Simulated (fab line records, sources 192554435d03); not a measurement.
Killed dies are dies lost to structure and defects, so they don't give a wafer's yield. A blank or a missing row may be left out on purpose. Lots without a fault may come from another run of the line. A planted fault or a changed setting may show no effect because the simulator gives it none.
Split-lot experiment | flow n5_finfet | 7 lots, 21 wafers read, on a route of 1938 steps

THE SPLIT
At N5_DUMMY_GATE_ETCH_37 (etches SOC in N2/H2, target depth 60 nm, overetch 30 nm), the setting source_w was moved away from the recipe's 840 W on 6 of the 21 wafers read, by -13.5% to +14.5%. The other wafers ran this setting at the recipe's value.

The reading is taken at the split's own step.

THE READING
rf_vpp_V, in V, at N5_DUMMY_GATE_ETCH_37 (etches SOC in N2/H2, target depth 60 nm, overetch 30 nm). Fault-free wafers of this fab line usually give 524 V, standard deviation 3.1 V.

wafer  | tool, chamber at the split | source_w as run, W | against the recipe | rf_vpp_V, V | against lot-mates on the recipe
L078.1 | rie_diel-01, 2             | 840                | recipe             | 529         | -
L078.2 | rie_diel-01, 3             | 840                | recipe             | 527         | -
L078.3 | rie_diel-01, 0             | 840                | recipe             | 527         | -
L079.1 | rie_diel-05, 3             | 840                | recipe             | 518         | -
L079.3 | rie_diel-05, 1             | 840                | recipe             | 524         | -
L079.4 | rie_diel-05, 0             | 961.8              | +14.5%             | 499         | -22
L081.2 | rie_diel-03, 1             | 840                | recipe             | 527         | -
L081.5 | rie_diel-03, 0             | 840                | recipe             | 527         | -
L081.6 | rie_diel-03, 3             | 840                | recipe             | 518         | -
L085.2 | rie_diel-03, 2             | 906.2              | +7.9%              | 513         | -12
L085.4 | rie_diel-03, 0             | 840                | recipe             | 525         | -
L085.6 | rie_diel-03, 2             | 906.2              | +7.9%              | 514         | -11
L087.1 | rie_diel-05, 2             | 840                | recipe             | 521         | -
L087.2 | rie_diel-05, 3             | 726.6              | -13.5%             | 546         | +25
L087.4 | rie_diel-05, 1             | 726.6              | -13.5%             | 549         | +28
L091.1 | rie_diel-03, 0             | 840                | recipe             | 527         | -
L091.2 | rie_diel-03, 3             | 883.2              | +5.1%              | 510         | -18
L091.4 | rie_diel-03, 2             | 840                | recipe             | 529         | -
L097.1 | rie_diel-05, 2             | 840                | recipe             | 522         | -
L097.2 | rie_diel-05, 3             | 840                | recipe             | 521         | -
L097.4 | rie_diel-05, 3             | 840                | recipe             | 519         | -

THE FIT
A straight line over all 21 wafers: rf_vpp_V changes by -1.7 V for each +1% of source_w; r = -0.94; the points scatter about the line by 3.7 V.
The same after taking each lot's own level away (the mean of its wafers on the recipe; 21 wafers): -1.81 V for each +1%; r = -0.96; scatter 3.3 V.
On that fit, the largest move of source_w shifts the reading by 26 V.
The lots' own levels span 520.7 to 528.0 V, that is 2.4 times the standard deviation above.
So the lot-to-lot level changes the slope little: the two slopes agree.
Check: with one of the wafers moved furthest among these (+14.5%) left out of the fit, the line predicts -27.8 V for it against its lot-mates. It came out at -22 V against them.
Tool readings at the split's step, against how far the setting was moved: rf_vpp_V r = -0.94.

OTHER SPLITS ON THESE WAFERS
These wafers also went through other splits before the reading. Each is held against what the fit with the lots' levels taken away leaves over:
other split on the same wafers        | wafers away from the commonest value | r with rf_vpp_V (lot level and that fit taken away)
N5_ZERO_LAYER_PECVD_02 time_s         | 7                                    | +0.04
N5_WELL_APT_EXPOSE_22 dose_mj         | 7                                    | -0.03
N5_WELL_APT_PEB_23 peb_temp_c         | 4                                    | +0.01
N5_FIN_SAQP_PECVD_47 time_s           | 10                                   | -0.19
N5_FIN_SAQP_PEB_14 peb_time_s         | 10                                   | -0.16
N5_FIN_SAQP_SPACER1_ALD_24 ald_cycles | 5                                    | -0.15
N5_DUMMY_GATE_EXPOSE_12 dose_mj       | 5                                    | -0.24

THE WHOLE CHAIN: every reading that the file lists as answering this split, in the file's order
step                  | what it does                                            | reading                                                                             | change (the file's fit)                | r (the file's)
N5_DUMMY_GATE_ETCH_37 | etches SOC in N2/H2, target depth 60 nm, overetch 30 nm | rf_vpp_V                                                                            | -1.78 V for each +1% of the setting    | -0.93
N5_DUMMY_GATE_ETCH_37 | etches SOC in N2/H2, target depth 60 nm, overetch 30 nm | SiARC_of_DUMMY_GATE_COAT_35.thk_nm (the simulator's own value, which no gauge read) | -0.0369 nm for each +1% of the setting | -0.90

THE FILE'S OWN FIT
rf_vpp_V changes by -1.78 V for each +1% of source_w, r = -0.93.
